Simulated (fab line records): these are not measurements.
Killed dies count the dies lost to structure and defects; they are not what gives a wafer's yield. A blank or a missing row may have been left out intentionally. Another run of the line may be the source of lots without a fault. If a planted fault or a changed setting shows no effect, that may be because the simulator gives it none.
fab line records	flow nand_harc	part 2 of 2: steps 5 to 6 of 6
record: lots: 23	wafers: 69	last_day: 34
route steps=1302 shown A_STAIRCASE@677
lots untouched by any fault: they come from a run of this same line in which no faults occurred
start_h: hours from the record's opening day to when the first of the lot's shown wafers began	wait_h: how many hours have passed since the lot's step before this one	" same as the row above	L1.1+2: one row covering several wafers at once	- either no value or no given start	* or withheld: withheld	< > ~ a bound
route shown NAME@n: a module of which the file shows steps, and the number in the route of the first	usual: mean/standard deviation taken from wafers without a fault	same: alike in all rows	chamber/n: place in a boat	sites: the reading at each site	_std_site: their standard deviation	_edge_site: outer sites' mean less inner sites'	radius_mm: for every site, how far away it sits from the centre of the wafer	mask NAME#n: copy n	behind: the last tool/chamber to shape the wafer	hold: reason for holding the lot/hours on hold/outcome of the hold	device: which transistor (n, p or np) failed to switch	end of line: the same wafers' tests at the end of the route	for a step that has no rows: nothing shown but its recipe	killed: dies lost to structure and defects at the first sort, not the wafer's yield	map: the dies of a wafer, with x for killed, . for not killed, _ for no die there
set.NAME: the setting the step ran with; set.NAME@STEP: the setting that earlier step ran with	model.NAME: the simulator's own value behind a step, which no gauge read
the route's steps for a sample of lots (tables are steps, rows are wafers)
services: when a tool's chamber went out of use (start_h, in hours from the record's first day, below 0 if earlier), for how many hours, and the reason
== steps ==
step: NHARC_A_STAIRCASE_TRIM_220
recipe: time_s: 211.2	o2_flow_sccm: 500	ar_flow_sccm: 0	bias_w: 0	chemistry: O2
usual: drypump_motor_current_A: 6.0/0.37	oes_product_au: 1.001/0.0068	rf_vpp_V: 57.8/0.96	showerhead_plenum_p_Torr: 3.56/0.17	throttle_valve_pct: 17.035/0.0082
lot.wafer	tool	chamber	start_h	wait_h	drypump_motor_current_A	oes_product_au	rf_hours_counter_h	rf_vpp_V	showerhead_plenum_p_Torr	throttle_valve_pct
L076.2	rie_diel-07	1	368.15	0.1	5.7	0.986	23	56.8	3.34	17.045
L076.3	"	2	"	"	6.0	1.014	21	57.9	3.49	17.045
L076.6	"	1	"	"	5.7	0.997	-	57.5	3.34	17.048
L075.1	rie_diel-05	0	368.33	0.1	6.2	0.999	44	57.2	3.66	17.044
L075.4	"	1	"	"	5.5	1.000	44	58.2	3.72	17.015
L075.3	"	2	"	"	5.3	0.994	44	57.6	3.65	17.045
L074.2	rie_diel-05	0	373.74	0.1	6.2	1.007	46	59.5	3.66	17.022
L074.4	"	1	"	"	5.5	1.013	45	58.5	3.72	17.033
L074.3	"	2	"	"	5.3	1.004	45	58.2	3.65	17.040
L077.2	rie_diel-13	0	409.22	0.1	6.5	1.002	18	54.8	3.36	17.040
L077.3	"	1	"	"	6.4	0.997	17	59.1	3.67	17.034
L077.6	"	3	"	"	6.1	1.011	-	58.0	3.35	17.030
L080.4	rie_diel-13	1	414.88	0.1	6.4	1.000	20	57.1	3.66	17.034
L080.3	"	2	"	"	6.3	0.993	21	57.9	3.80	17.037
L080.5	"	0	"	"	6.5	0.989	-	56.9	3.36	17.024
L079.4	rie_diel-13	3	415.74	0.1	6.1	0.996	22	57.4	3.34	17.031
L079.1	"	2	"	"	6.2	0.991	21	57.6	3.80	17.032
L079.6	"	3	"	"	6.1	1.007	-	57.1	3.34	17.043
L081.2	rie_diel-13	1	439.01	0.1	6.4	1.010	26	56.5	3.66	17.025
L081.3	"	0	"	"	6.4	0.997	26	56.4	3.36	17.027
L081.6	"	1	"	"	6.4	1.000	-	58.3	3.66	17.026
L082.1	rie_diel-05	3	448.94	0.1	5.5	0.991	8	58.1	3.47	17.036
L082.5	"	3	"	"	5.5	0.993	-	57.6	3.47	17.026
L082.6	"	2	"	"	5.3	1.003	-	56.7	3.64	17.030
L083.4	rie_diel-07	0	449.26	0.1	6.1	1.000	54	57.2	3.26	17.043
L083.3	"	2	"	"	5.9	1.020	51	58.1	3.47	17.035
L083.6	"	3	"	"	6.1	0.993	-	59.4	3.72	17.023
L084.3	rie_diel-13	2	466.66	0.1	6.3	0.992	33	58.2	3.79	17.041
L084.4	"	1	"	"	6.4	1.001	33	58.8	3.66	17.031
L084.6	"	3	"	"	6.0	0.997	-	56.7	3.34	17.026
L085.3	rie_diel-05	2	467.05	0.1	5.3	1.009	15	58.7	3.63	17.039
L085.6	"	2	"	"	5.4	1.006	-	58.7	3.63	17.019
L085.5	"	3	"	"	5.5	0.995	-	57.1	3.47	17.037
L086.4	rie_diel-07	0	483.65	0.1	6.0	1.003	1	59.1	3.81	17.031
L086.2	"	1	"	"	5.7	0.999	0	56.9	3.32	17.034
L086.6	"	1	"	"	5.7	1.000	-	56.6	3.32	17.022
L088.3	rie_diel-05	3	497.25	0.1	5.5	1.003	24	56.6	3.46	17.033
L088.2	"	2	"	"	5.3	1.010	29	56.4	3.62	17.046
L088.5	"	3	"	"	5.5	0.992	-	58.5	3.46	17.029
L089.3	rie_diel-05	3	501.12	0.1	5.5	0.993	26	58.2	3.46	17.049
L089.2	"	0	"	"	6.2	1.004	27	58.3	3.64	17.041
L089.4	"	2	"	"	5.3	1.013	31	57.7	3.62	17.029
L087.2	rie_diel-05	0	502.79	0.1	6.2	1.000	27	58.8	3.64	17.041
L087.5	"	2	"	"	5.3	1.013	-	57.8	3.62	17.031
L087.6	"	3	"	"	5.5	0.996	-	57.9	3.46	17.042
L091.4	rie_diel-13	3	513.70	0.1	6.1	1.004	52	58.7	3.33	17.034
L091.2	"	1	"	"	6.4	1.013	51	57.9	3.65	17.038
L091.5	"	2	"	"	6.3	0.995	-	58.6	3.78	17.028
L090.2	rie_diel-13	2	517.10	0.1	6.3	1.001	53	57.6	3.78	17.047
L090.3	"	0	"	"	6.5	1.007	52	57.5	3.34	17.034
L090.1	"	1	"	"	6.4	0.997	51	59.4	3.64	17.014
L092.2	rie_diel-13	2	539.21	0.1	6.2	0.992	2	58.8	3.77	17.033
L092.4	"	3	"	"	6.1	0.988	2	57.2	3.32	17.032
L092.5	"	2	"	"	6.3	0.992	-	57.5	3.77	17.034
L093.1	rie_diel-07	3	541.99	3.8	6.1	0.996	25	58.5	3.70	17.027
L093.2	"	0	"	"	6.1	1.001	25	59.9	3.79	17.034
L093.4	"	3	"	"	6.1	0.999	-	58.3	3.70	17.028
L094.4	rie_diel-13	2	566.26	0.1	6.2	1.006	10	58.0	3.77	17.040
L094.2	"	0	"	"	6.5	1.000	13	55.4	3.34	17.044
L094.1	"	1	"	"	6.5	1.004	10	58.0	3.64	17.037
L096.2	rie_diel-07	2	577.03	0.1	5.9	1.009	8	56.5	3.47	17.038
L096.4	"	3	"	"	6.1	1.003	39	58.4	3.69	17.033
L096.6	"	0	"	"	6.1	1.004	-	57.7	3.79	17.036
L095.2	rie_diel-07	1	583.82	0.1	5.7	1.001	38	56.7	3.30	17.034
L095.4	"	3	"	"	6.2	1.001	44	58.3	3.69	17.041
L095.5	"	1	"	"	5.7	1.015	-	57.4	3.30	17.030
L097.4	rie_diel-05	0	599.15	0.1	6.2	0.997	1	58.0	3.63	17.044
L097.2	"	2	"	"	5.3	0.998	2	59.3	3.61	17.036
L097.6	"	0	"	"	6.2	1.003	-	57.9	3.63	17.032
step: NHARC_A_STAIRCASE_ETCH_236
recipe: target_depth_a: 1000	time_s: 40.5	ion_energy_ev: 400	c4f8_flow_sccm: 20	o2_flow_sccm: 10	ar_flow_sccm: withheld	rf_w: 600	bias_w: 1000	chemistry: C4F8/O2
usual: oes_product_au: 0.943/0.0093	rf_vpp_V: 896/6.5
lot.wafer	tool	chamber	start_h	wait_h	oes_product_au	rf_hours_counter_h	rf_vpp_V
L076.3	rie_diel-07	2	-	-	0.940	22	895
L076.2	"	3	"	"	0.947	20	902
L076.6	"	1	"	"	0.915	-	890
L075.1	rie_diel-05	0	-	-	0.946	45	900
L075.3	"	1	"	"	0.951	45	901
L075.4	"	2	"	"	0.954	44	900
L074.3	rie_diel-07	0	-	-	0.957	26	887
L074.2	"	1	"	"	0.941	24	889
L074.4	"	3	"	"	0.933	21	902
L077.2	rie_diel-13	1	-	-	0.958	19	901
L077.3	"	2	"	"	0.941	20	905
L077.6	"	1	"	"	0.946	-	900
L080.4	rie_diel-13	3	-	-	0.945	23	890
L080.3	"	1	"	"	0.939	21	901
L080.5	"	3	"	"	0.939	-	889
L079.4	rie_diel-07	1	-	-	0.932	33	888
L079.1	"	0	"	"	0.951	46	887
L079.6	"	1	"	"	0.935	-	887
L081.3	rie_diel-07	3	-	-	0.937	50	902
L081.2	"	0	"	"	0.962	53	885
L081.6	"	3	"	"	0.925	-	902
L083.4	rie_diel-13	1	-	-	0.951	30	901
L083.3	"	3	"	"	0.937	31	889
L083.6	"	1	"	"	0.942	-	901
L082.1	rie_diel-05	2	-	-	0.957	11	901
L082.6	"	1	"	"	0.954	-	901
L082.5	"	2	"	"	0.958	-	899
L084.4	rie_diel-13	2	-	-	0.942	34	905
L084.3	"	3	"	"	0.952	34	888
L084.6	"	0	"	"	0.946	-	889
L085.3	rie_diel-07	3	-	-	0.940	59	901
L085.6	"	1	"	"	0.957	-	888
L085.5	"	2	"	"	0.950	-	894
L086.2	rie_diel-05	3	-	-	0.942	23	894
L086.4	"	0	"	"	0.954	24	899
L086.6	"	0	"	"	0.952	-	900
L088.2	rie_diel-13	0	-	-	0.941	46	890
L088.3	"	2	"	"	0.948	44	906
L088.5	"	0	"	"	0.935	-	890
L089.3	rie_diel-07	3	-	-	0.947	6	903
L089.2	"	1	"	"	0.933	4	889
L089.4	"	2	"	"	0.951	6	894
L087.2	rie_diel-07	2	-	-	0.931	6	892
L087.6	"	3	"	"	0.926	-	904
L087.5	"	0	"	"	0.941	-	906
L091.4	rie_diel-13	0	-	-	0.929	52	890
L091.2	"	1	"	"	0.934	51	901
L091.5	"	0	"	"	0.937	-	889
L090.1	rie_diel-05	3	-	-	0.930	33	893
L090.3	"	0	"	"	0.949	36	900
L090.2	"	2	"	"	0.940	38	899
L092.2	rie_diel-05	0	-	-	0.940	41	901
L092.4	"	2	"	"	0.942	46	899
L092.5	"	1	"	"	0.948	-	900
L093.1	rie_diel-13	2	-	-	0.941	3	904
L093.4	"	0	"	"	0.943	4	888
L093.2	"	1	"	"	0.944	3	900
L094.4	rie_diel-13	3	-	-	0.934	14	888
L094.1	"	0	"	"	0.949	14	889
L094.2	"	2	"	"	0.949	11	905
L096.4	rie_diel-07	3	-	-	0.927	44	902
L096.2	"	2	"	"	0.942	12	893
L096.6	"	0	"	"	0.936	-	906
L095.2	rie_diel-07	0	-	-	0.936	42	905
L095.4	"	1	"	"	0.923	39	888
L095.5	"	3	"	"	0.940	-	902
L097.2	rie_diel-05	0	-	-	0.952	3	902
L097.4	"	1	"	"	0.930	3	901
L097.6	"	0	"	"	0.957	-	900
== services ==
tool	chamber	start_h	hours	kind
rie_diel-13	-	343.19	9.0	pm
rie_diel-13	0	343.19	9.0	vent_cycle
rie_diel-13	1	343.19	9.0	vent_cycle
rie_diel-13	2	343.19	9.0	vent_cycle
rie_diel-13	3	343.19	9.0	vent_cycle
rie_diel-13	0	352.19	-	clean
rie_diel-13	1	352.19	-	clean
rie_diel-13	1	352.19	-	consumable_replace:focus_ring
rie_diel-13	2	352.19	-	clean
rie_diel-13	2	352.19	-	consumable_replace:showerhead
rie_diel-13	3	352.19	-	clean
rie_diel-13	0	376.69	-	clean
rie_diel-13	1	376.69	-	clean
rie_diel-05	3	399.97	5.3	repair
rie_diel-07	1	400.98	15.2	repair
rie_diel-05	-	407.97	9.0	pm
rie_diel-05	3	438.00	8.6	repair
rie_diel-05	1	447.27	2.6	repair
rie_diel-07	-	471.39	9.0	pm
rie_diel-07	1	497.00	2.0	repair
rie_diel-07	2	505.24	65.9	repair
rie_diel-13	-	521.21	9.0	pm
rie_diel-05	-	584.97	9.0	pm
rie_diel-13	-	597.85	0.8	repair
